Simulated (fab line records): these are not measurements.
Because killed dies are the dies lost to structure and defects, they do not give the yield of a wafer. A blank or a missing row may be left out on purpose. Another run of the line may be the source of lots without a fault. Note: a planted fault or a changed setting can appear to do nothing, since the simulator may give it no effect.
Split-lot trial | flow n5-finfet | route with 1938 steps; 7 lots, 21 wafers read

SPLIT DETAILS
At N5_DUMMY_GATE_DESCUM_20 (chemistry O2, time 6.2 s), the setting time-s was moved away from the recipe's 6.2 s on 7 of the 21 wafers read, by -13.4% to +13.5%. All remaining wafers had this setting at the recipe value.

The split's own step is where the reading is taken.

THE READING
CAR-EUV_of_DUMMY_GATE_COAT_09.thk-nm (the simulator's own value, which no gauge read), in nm, at N5_DUMMY_GATE_DESCUM_20 (chemistry O2, time 6.2 s). The file gives no usual value for it. Across the 14 wafers here that went through the recipe, the average is 26.4 nm and the standard deviation 0.091 nm.

wafer  | tool, chamber at the split | time-s as run, s | against the recipe | CAR-EUV_of_DUMMY_GATE_COAT_09.thk-nm, nm | against lot-mates on the recipe
L075.1 | rie-diel-06, 0             | 5.849            | -5.7%              | 26.6                                     | +0.2
L075.4 | rie-diel-06, 1             | 6.2              | recipe             | 26.4                                     | -
L075.5 | rie-diel-06, 0             | 5.849            | -5.7%              | 26.8                                     | +0.4
L076.1 | rie-diel-06, 2             | 6.2              | recipe             | 26.4                                     | -
L076.2 | rie-diel-06, 1             | 5.371            | -13.4%             | 26.8                                     | +0.4
L076.5 | rie-diel-06, 1             | 5.371            | -13.4%             | 26.8                                     | +0.4
L081.1 | rie-diel-05, 2,3           | 6.2              | recipe             | 26.6                                     | -
L081.4 | rie-diel-05, 2,3           | 6.2              | recipe             | 26.6                                     | -
L081.2 | rie-diel-05, 3             | 6.2              | recipe             | 26.4                                     | -
L085.1 | rie-diel-03, 1             | 7.036            | +13.5%             | 25.8                                     | -0.5
L085.4 | rie-diel-03, 0             | 6.2              | recipe             | 26.4                                     | -
L085.5 | rie-diel-03, 1             | 6.2              | recipe             | 26.2                                     | -
L086.2 | rie-diel-03, 1             | 6.691            | +7.9%              | 26                                       | -0.4
L086.4 | rie-diel-03, 1             | 6.691            | +7.9%              | 26                                       | -0.4
L086.3 | rie-diel-03, 3             | 6.2              | recipe             | 26.4                                     | -
L088.2 | rie-diel-03, 2,2,1         | 6.2              | recipe             | 26.4                                     | -
L088.4 | rie-diel-03, 2,2,1         | 6.2              | recipe             | 26.4                                     | -
L088.5 | rie-diel-03, 2,2,1         | 6.2              | recipe             | 26.4                                     | -
L095.4 | rie-diel-06, 2,1,0         | 6.2              | recipe             | 26.4                                     | -
L095.5 | rie-diel-06, 2,1,0         | 6.2              | recipe             | 26.4                                     | -
L095.6 | rie-diel-06, 2,1,0         | 6.2              | recipe             | 26.4                                     | -
Where a row lists several chambers, the file gives one row for several wafers and doesn't say which wafer went through which chamber.

FIT RESULTS
A straight line over all 21 wafers: CAR-EUV_of_DUMMY_GATE_COAT_09.thk-nm changes by -0.0392 nm for each +1% of time-s; r = -0.92; the points scatter about the line by 0.1 nm.
The same after taking each lot's own level away (the mean of its wafers on the recipe; 21 wafers): -0.0374 nm for each +1%; r = -0.95; scatter 0.08 nm.
On that fit, the largest move of time-s shifts the reading by 0.5 nm.
From 26.30 to 26.53 nm: that is the span of the lots' own levels, equal to 2.6 times the standard deviation above.
The two slopes are in agreement: the lot-to-lot level therefore moves the slope only a little.
Check: -0.522 nm against its lot-mates is what the line predicts for one of the wafers moved furthest among these (+13.5%) when that wafer is left out of the fit. It came out at -0.5 nm against them.

THESE WAFERS: OTHER SPLITS
Other splits were also applied to these wafers ahead of the reading. Each is held against what the fit with the lots' levels taken away leaves over:
other split on the same wafers          | wafers away from the commonest value | r with CAR-EUV_of_DUMMY_GATE_COAT_09.thk-nm (lot level and that fit taken away)
N5_ZERO_LAYER_COAT_05 spin-rpm          | 6                                    | -0.02
N5_ZERO_LAYER_DEVELOP_10 develop-time-s | 9                                    | -0.25
N5_WELL_APT_PEB_23 peb-temp-c           | 6                                    | +0.06
N5_WELL_APT_DEVELOP_24 develop-time-s   | 5                                    | -0.14
N5_FIN_SAQP_COAT_49 spin-rpm            | 9                                    | -0.35
N5_DUMMY_GATE_EXPOSE_12 dose-mj         | 4                                    | +0.35

FILE'S OWN FIT
CAR-EUV_of_DUMMY_GATE_COAT_09.thk-nm changes by -0.0372 nm for each +1% of time-s, r = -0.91.
